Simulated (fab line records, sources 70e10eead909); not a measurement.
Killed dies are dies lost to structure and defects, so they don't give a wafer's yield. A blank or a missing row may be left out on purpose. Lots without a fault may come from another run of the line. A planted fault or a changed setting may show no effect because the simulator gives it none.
A struck lot beside a sound one | flow nand_harc | 13 steps out of a route of 1302
Sound: wafers L504.3, L504.5, L504.6. Struck: wafers L496.1, L496.2, L496.5. The cause comes at the end.
At each step with rows: each side's tool, then ch and its chambers, then its first start. Under that, the readings that differ: sound wafers | struck wafers | difference of the means | sigmas: that difference in standard deviations of wafers without a fault.
alike: readings whose means differ by less than 2 such deviations, and words and numbers that are the same on both sides. not compared: withheld readings, readings that some wafer has no value for, bounds like >300 that may hide the same value, and numbers for which the record gives no deviation and whose values overlap.
The two part at a step that has a row with sigmas, a row that says differs or no value, or rows on one side only. Numbers that don't overlap but have no deviation are shown without sigmas and don't part them. A reading that every wafer of one side lacks parts them only if that side has two wafers or more.

NHARC_A_STAIRCASE_TRIM_16: chemistry O2, time 211.2 s.
  sound on rie_diel-03 ch 1,2; struck on rie_diel-03 ch 2,3
  alike: chamber_pressure_mTorr, drypump_motor_current_A, oes_product_au, rf_vpp_V, showerhead_plenum_p_Torr, throttle_valve_pct
  not compared: rf_hours_counter_h
NHARC_A_STAIRCASE_ETCH_17: etches the open film in C4F8/O2, target depth 100 nm, time 40.5 s.
  sound on rie_diel-03 ch 1,2; struck on rie_diel-03 ch 1,2,3
  alike: bias_w, chamber_pressure_mTorr, oes_product_au, rf_vpp_V
  not compared: rf_hours_counter_h
then, 2 steps without rows for these wafers: NHARC_A_STAIRCASE_TRIM_18 (chemistry O2, time 211.2 s); NHARC_A_STAIRCASE_ETCH_19 (etches the open film in C4F8/O2, target depth 100 nm, time 40.5 s).
NHARC_A_STAIRCASE_TRIM_20: chemistry O2, time 211.2 s.
  sound on rie_diel-09 ch 0,3, day 24 09:56; struck on rie_diel-03 ch 0,1, day 22 03:02
  alike: chamber_pressure_mTorr, drypump_motor_current_A, oes_product_au, rf_vpp_V, showerhead_plenum_p_Torr, throttle_valve_pct
  not compared: rf_hours_counter_h
then, 3 steps without rows for these wafers: NHARC_A_STAIRCASE_ETCH_21 (etches the open film in C4F8/O2, target depth 100 nm, time 40.5 s); NHARC_A_STAIRCASE_TRIM_22 (chemistry O2, time 211.2 s); NHARC_A_STAIRCASE_ETCH_23 (etches the open film in C4F8/O2, target depth 100 nm, time 40.5 s).
NHARC_A_STAIRCASE_TRIM_24: chemistry O2, time 211.2 s.
  sound on rie_diel-09 ch 2,3; struck on rie_diel-03 ch 1,2,3
  reading                     | sound       | struck      | difference | sigmas
  drypump_motor_current_A (A) | 4.9 4.9 5.6 | 5.7 5.9 6.1 | +0.8       | +2
  alike: chamber_pressure_mTorr, oes_product_au, rf_vpp_V, showerhead_plenum_p_Torr, throttle_valve_pct
  not compared: rf_hours_counter_h
NHARC_A_STAIRCASE_ETCH_25: etches the open film in C4F8/O2, target depth 100 nm, time 40.5 s.
  sound on rie_diel-09 ch 2,3; struck on rie_diel-03 ch 0,1
  alike: bias_w, chamber_pressure_mTorr, oes_product_au, rf_vpp_V
  not compared: rf_hours_counter_h
then, 1 step without rows for these wafers: NHARC_A_STAIRCASE_TRIM_26 (chemistry O2, time 211.2 s).
NHARC_A_STAIRCASE_ETCH_27: etches the open film in C4F8/O2, target depth 100 nm, time 40.5 s.
  sound on rie_diel-09 ch 0,1,3, day 24 10:49; struck on rie_diel-03 ch 0,2, day 22 03:58
  no value came back on the struck wafers for bias_w (W), chamber_pressure_mTorr (mTorr), oes_product_au (a.u.), rf_vpp_V (V); on the sound wafers bias_w (W) reads 1002 999 997
  not compared: rf_hours_counter_h
-- the record jumps here: 8 days lie between the struck wafers' starts before and after (it left off in module A_STAIRCASE and takes up again in module END, whose first step shown is number 1302 of the route) --
NHARC_END_SORT_01:
  the record has rows for the struck wafers here (prober-01 ch 0, day 30 12:22) and none for the sound ones

WHERE THEY PART
First at NHARC_A_STAIRCASE_TRIM_24; last, within this record, at NHARC_END_SORT_01.

WHY: what the simulator had put in
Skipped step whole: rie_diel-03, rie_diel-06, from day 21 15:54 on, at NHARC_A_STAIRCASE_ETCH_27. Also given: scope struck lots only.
